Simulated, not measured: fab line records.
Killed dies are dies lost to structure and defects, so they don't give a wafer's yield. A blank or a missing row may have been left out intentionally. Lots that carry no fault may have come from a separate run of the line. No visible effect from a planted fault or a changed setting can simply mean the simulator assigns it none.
Matching of chambers || flow nandHarc || aldMetal-02 running NHARC_A_CONTACT_ALD_18: 4 sister chambers
The step deposits TiN, target thk 3 nm, pulse time 1 s, ald cycles 150. 14 wafers are shown with their chamber, then 7 later ones without.

## WAFERS WITH THEIR CHAMBER
{"wafer": "L077.3", "chamber": 0, "heaterPowerW (W)": 791, "precursorPulseHeightRel": 1.015}
{"wafer": "L077.4", "chamber": 1, "heaterPowerW (W)": 1013, "precursorPulseHeightRel": 0.994}
{"wafer": "L077.5", "chamber": 0, "heaterPowerW (W)": 789, "precursorPulseHeightRel": 1.018}
{"wafer": "L078.1", "chamber": 3, "heaterPowerW (W)": 1159, "precursorPulseHeightRel": 0.968}
{"wafer": "L078.2", "chamber": 0, "heaterPowerW (W)": 770, "precursorPulseHeightRel": 0.996}
{"wafer": "L078.4", "chamber": 2, "heaterPowerW (W)": 1034, "precursorPulseHeightRel": 1.006}
{"wafer": "L081.1", "chamber": 2, "heaterPowerW (W)": 1083, "precursorPulseHeightRel": 1.008}
{"wafer": "L081.3", "chamber": 1, "heaterPowerW (W)": 1020, "precursorPulseHeightRel": 0.966}
{"wafer": "L081.5", "chamber": 2, "heaterPowerW (W)": 1005, "precursorPulseHeightRel": 0.990}
{"wafer": "L092.3", "chamber": 3, "heaterPowerW (W)": 1201, "precursorPulseHeightRel": 0.983}
{"wafer": "L092.4", "chamber": 2, "heaterPowerW (W)": 973, "precursorPulseHeightRel": 0.999}
{"wafer": "L092.6", "chamber": 3, "heaterPowerW (W)": 1170, "precursorPulseHeightRel": 1.029}
{"wafer": "L092.1", "chamber": 0, "heaterPowerW (W)": 811, "precursorPulseHeightRel": 1.004}
{"wafer": "L092.2", "chamber": 1, "heaterPowerW (W)": 999, "precursorPulseHeightRel": 1.002}

SIGNATURES (means of the wafers above)
{"reading": "heaterPowerW", "chamber 0": 790.25, "chamber 1": 1010.67, "chamber 2": 1023.75, "chamber 3": 1176.67, "scatter within a chamber": 29.3}
{"reading": "precursorPulseHeightRel", "chamber 0": 1.00825, "chamber 1": 0.98733, "chamber 2": 1.00075, "chamber 3": 0.99333, "scatter within a chamber": 0.018}
Rule: for each reading, subtract the chamber's mean from the wafer's reading, divide by that reading's scatter and square the result; add these up over the readings and take the root, which gives the wafer's distance from the chamber. The wafer belongs to the nearest chamber; if the next one is less than 2 further off, it can't be placed. How the scatter is found: for the shown wafers, subtract from each reading the mean of its chamber, square and add these, divide the total by (wafers less chambers), then take the root.

## WAFERS WITH NO CHAMBER GIVEN
{"wafer": "L092.5", "heaterPowerW (W)": 975, "precursorPulseHeightRel": 0.991}
{"wafer": "L094.2", "heaterPowerW (W)": 810, "precursorPulseHeightRel": 0.978}
{"wafer": "L094.4", "heaterPowerW (W)": 1014, "precursorPulseHeightRel": 1.009}
{"wafer": "L094.5", "heaterPowerW (W)": 964, "precursorPulseHeightRel": 0.980}
{"wafer": "L097.1", "heaterPowerW (W)": 820, "precursorPulseHeightRel": 1.059}
{"wafer": "L097.2", "heaterPowerW (W)": 997, "precursorPulseHeightRel": 0.988}
{"wafer": "L097.5", "heaterPowerW (W)": 822, "precursorPulseHeightRel": 1.019}

## THE CHAMBER EACH PASSED THROUGH
{"wafer": "L092.5", "from the rows above": "can't be placed: 1 or 2", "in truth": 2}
{"wafer": "L094.2", "from the rows above": 0, "in truth": 0}
{"wafer": "L094.4", "from the rows above": "can't be placed: 2 or 1", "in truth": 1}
{"wafer": "L094.5", "from the rows above": "can't be placed: 1 or 2", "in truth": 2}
{"wafer": "L097.1", "from the rows above": 0, "in truth": 0}
{"wafer": "L097.2", "from the rows above": "can't be placed: 1 or 2", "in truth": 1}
{"wafer": "L097.5", "from the rows above": 0, "in truth": 0}
Placed correctly: 3 of 7. Can't be placed from these rows: 4 (the true chamber is among the candidates in 4). Placed wrongly: 0.
